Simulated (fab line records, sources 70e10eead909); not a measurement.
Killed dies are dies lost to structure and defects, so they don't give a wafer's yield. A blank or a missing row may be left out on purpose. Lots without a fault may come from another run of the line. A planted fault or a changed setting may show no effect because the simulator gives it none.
Which tool did it? | flow nand_harc | 7 lots, 21 wafers sampled, at 3 steps of a route of 1159

WHAT THE GAUGES READ, wafer by wafer
NHARC_A_ONON_D1_THK_MEAS_14: measures by ellipsometry.
lot  | measured     | on            | thk_nm (nm)
L718 | day 7 22:05  | film_metro-01 | 993 992 993
L721 | day 8 23:25  | film_metro-01 | 997 996 997
L724 | day 9 11:40  | film_metro-01 | 1008 1010 1010
L727 | day 10 04:34 | film_metro-01 | 1004 1007 1005
L732 | day 11 19:45 | film_metro-01 | 1459 1457 1456 1459 1457 1458
L737 | day 12 15:26 | film_metro-01 | 1458 1459 1458 1457 1458 1457
L739 | day 13 07:56 | film_metro-02 | 997 998 998

WHICH TOOL RAN EACH LOT (tool, then ch and the chambers of the sampled wafers, then the start)
lot  | NHARC_A_ZERO_WELL_RTA_16         | NHARC_A_ONON_D1_DEP_12
L718 | rtp_anneal-01 ch 0, day 6 22:28  | pecvd_onon-01 ch 0, day 7 21:35
L721 | rtp_anneal-02 ch 0, day 7 23:29  | pecvd_onon-01 ch 0, day 8 23:01
L724 | rtp_anneal-01 ch 0, day 8 12:55  | pecvd_onon-02 ch 0, day 9 11:10
L727 | rtp_anneal-02 ch 0, day 9 06:11  | pecvd_onon-01 ch 0, day 10 04:03
L732 | rtp_anneal-02 ch 0, day 10 19:54 | pecvd_onon-02 ch 0, day 11 19:18
L737 | rtp_anneal-01 ch 0, day 11 15:19 | pecvd_onon-02 ch 0, day 12 15:02
L739 | rtp_anneal-02 ch 0, day 12 06:16 | pecvd_onon-01 ch 0, day 13 07:26
- NHARC_A_ZERO_WELL_RTA_16: time 10 s.
- NHARC_A_ONON_D1_DEP_12: target thk 1000 nm.

THE ANSWER, worked out from the rows above alone
Rule: what is usual is taken from the lots themselves. Put in order of their means at a reading, lots are off if they are a third of the lots or fewer, leave a main group of 4 or more, and stand apart from it by a gap of 3 or more times the standard deviation of the main group's means; of several such gaps the widest counts. A main group whose means are all the same, to the digits that the tables above print for the reading, isn't used. A lot without any number at a reading at which 4 lots or more have one is off too. The other lots that the step has rows for count as sound.
Off: L732, L737, at NHARC_A_ONON_D1_THK_MEAS_14 (thk_nm). The main group: mean 1000 nm, standard deviation 6.1.
A tool fits if, at a process step before that reading, it ran every lot that is off, and no sound lot after the first of them. The gauges at NHARC_A_ONON_D1_THK_MEAS_14 are tried like those tools. Can't be told from this: 2 tools fit, pecvd_onon-02 at NHARC_A_ONON_D1_DEP_12, film_metro-01 at NHARC_A_ONON_D1_THK_MEAS_14.

WHAT THE SIMULATOR HAD PUT IN
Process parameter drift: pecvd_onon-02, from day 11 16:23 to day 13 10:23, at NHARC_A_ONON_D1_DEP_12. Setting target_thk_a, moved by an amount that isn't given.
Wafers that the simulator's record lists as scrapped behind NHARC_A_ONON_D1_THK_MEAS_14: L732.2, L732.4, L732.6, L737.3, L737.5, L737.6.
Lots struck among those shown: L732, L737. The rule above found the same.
